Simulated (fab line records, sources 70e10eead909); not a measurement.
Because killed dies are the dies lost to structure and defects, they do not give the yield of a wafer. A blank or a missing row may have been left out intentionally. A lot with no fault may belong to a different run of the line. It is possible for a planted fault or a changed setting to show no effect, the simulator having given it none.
A lot that was struck, set against a sound lot :: flow nand_harc :: 26 out of 1159 route steps
Sound: wafers L572.3, L572.4, L572.5. Wafers L565.2, L565.3, L565.5 were the ones struck. The cause comes at the end.
Order at every step that has rows: each side's tool, ch and its chambers, its first start. Under that, the readings that differ: sound wafers :: struck wafers :: difference of the means :: sigmas: that difference in standard deviations of wafers without a fault.
alike: readings with means less than 2 such deviations apart, plus words and numbers identical on both sides. not compared: withheld readings, readings lacking a value on some wafer, bounds such as >300 that could conceal the same value, and numbers that have no deviation in the record and whose values overlap.
A row with sigmas, a row that says differs or no value, or rows on one side alone: a step with any of these is where the two part. Numbers that have no deviation but don't overlap get no sigmas and don't part them. A reading missing from all wafers of one side parts the sides only when that side holds two or more wafers.

first, 1 step without rows for these wafers: NHARC_A_BLC_STRIP_29 (strips in CF4).
NHARC_A_BLC_STRIP_21: strips in O2.
  sound on rie_diel-07 ch 0,1, day 21 19:22; struck on rie_diel-01 ch 1,2, day 21 02:18
  alike: chamber_pressure_mTorr, drypump_motor_current_A, oes_product_au, rf_vpp_V, showerhead_plenum_p_Torr, throttle_valve_pct
  not compared: rf_hours_counter_h
then, 1 step without rows for these wafers: NHARC_A_BLC_STRIP_22 (strips in post etch residue remover, time 600 s).
NHARC_A_BLC_DEGAS_30: time 60 s.
  struck on pvd_sputter-01, day 21 02:43; sound on pvd_sputter-02, day 21 19:47
  alike: heater_power_w, susceptor_temp_C
then, 1 step without rows for these wafers: NHARC_A_BLC_PRE_CLEAN_31 (time 15 s).
NHARC_A_BLC_PVD_32: deposits Ti, target thk 5 nm, time 17.7 s.
  sound on pvd_sputter-02; struck on pvd_sputter-01
  alike: cathode_dc_power_W, throttle_valve_pct
then, 2 steps without rows for these wafers: NHARC_A_BLC_ALD_23 (deposits TiN, target thk 3 nm, pulse time 1 s, ald cycles 150); NHARC_A_BLC_CVD_24 (deposits W, target thk 150 nm, time 434 s).
NHARC_A_BLC_CMP_25: polishes, t overpolish 30 s, target thk 150 nm.
  sound on cmp-02 ch 1,3, day 22 05:20; struck on cmp-03 ch 0,1, day 21 14:55
  alike: motor_current_A, overpolish_run_s, slurry_flow_ml_min, time_to_endpoint_s
next, for these wafers, 1 step has no rows: NHARC_A_BLC_SRD_27.
NHARC_A_BLC_INSPECT_28:
  struck on defect_inspect-02, day 21 15:19; sound on defect_inspect-01, day 22 05:43
  alike: raw_defect_count
NHARC_A_M0_DEP_00: deposits SiOC, target thk 150 nm.
  sound on pecvd-03 ch 1,2, day 22 05:53; struck on pecvd-04 ch 1,2, day 21 15:26
  alike: rf_fwd_power_W
then, 9 steps without rows for these wafers: NHARC_A_M0_DEHYDRATE_01 (time 120 s); NHARC_A_M0_HMDS_02 (time 30 s); NHARC_A_M0_COAT_33 (time 65 s); NHARC_A_M0_COAT_03 (resist thk 90 nm); NHARC_A_M0_SOFTBAKE_04 (time 55 s); NHARC_A_M0_EBR_05; NHARC_A_M0_EXPOSE_06 (exposes mask A M0, target cd 80 nm); NHARC_A_M0_PEB_07 (peb time 65 s); NHARC_A_M0_DEVELOP_08 (develop time 35 s).
NHARC_A_M0_CD_MEAS_09: the cd target is 80 nm.
  sound on cd_sem-01 ch 0, day 22 06:38; struck on cd_sem-03 ch 0, day 21 16:13
  alike: cd_nm
NHARC_A_M0_OVL_MEAS_10: pitch 160 nm.
  struck on overlay-02, day 21 16:19; sound on overlay-02, day 22 06:43
  alike: overlay_x_nm, overlay_y_nm
NHARC_A_M0_INSPECT_11:
  struck on defect_inspect-02, day 21 16:20; sound on defect_inspect-01, day 22 06:45
reading: raw_defect_count
sound: 24 27 33
struck: 980 959 965
difference: +940
sigmas: +78
NHARC_A_M0_DESCUM_14: chemistry O2, time 3 s.
  sound on rie_diel-04 ch 1,2,3, day 22 06:49; struck on rie_diel-13 ch 0,2,3, day 21 16:24
  alike: chamber_pressure_mTorr, drypump_motor_current_A, oes_product_au, rf_vpp_V, showerhead_plenum_p_Torr, throttle_valve_pct
  not compared: rf_hours_counter_h
NHARC_END_SORT_01:
  sound on prober-02 ch 0, day 24 11:14; struck on prober-02 ch 0, day 23 10:10
reading: defect_limited_yield (%)
sound: 95.9 96.3 95.9
struck: 86.9 81.2 80.1
difference: -13.3
sigmas: -9

reading: killed_at_array
sound: 23 23 24
struck: 86 124 133
difference: +91
sigmas: +10

reading: killed_dies
sound: 28 25 28
struck: 89 127 135
difference: +90
sigmas: +10

reading: sort_bin_2_pct (%)
sound: 1.0 1.3 1.2
struck: 4.9 6.9 8.3
difference: +5.5
sigmas: +9

reading: sort_bin_3_pct (%)
sound: 0.30 0.15 0.44
struck: 3.10 5.17 4.73
difference: +4.04
sigmas: +24

reading: sort_bin_4_pct (%)
sound: 2.8 2.2 2.5
struck: 5.2 6.6 6.9
difference: +3.7
sigmas: +4

reading: sort_n_pass
sound: 649 652 649
struck: 588 550 542
difference: -90
sigmas: -10

reading: sort_rim_yield_pct (%)
sound: 97.2 98.1 98.1
struck: 81.1 94.3 92.5
difference: -8.5
sigmas: -4

reading: sort_yield_pct (%)
sound: 95.9 96.3 95.9
struck: 86.9 81.2 80.1
difference: -13.3
sigmas: -9
  alike: killed_at_other, killed_at_periphery, killed_open, killed_short

WHERE THEY PART
Last at NHARC_END_SORT_01 as far as this record goes, first at NHARC_A_M0_INSPECT_11.

WHY: what had been put in by the simulator
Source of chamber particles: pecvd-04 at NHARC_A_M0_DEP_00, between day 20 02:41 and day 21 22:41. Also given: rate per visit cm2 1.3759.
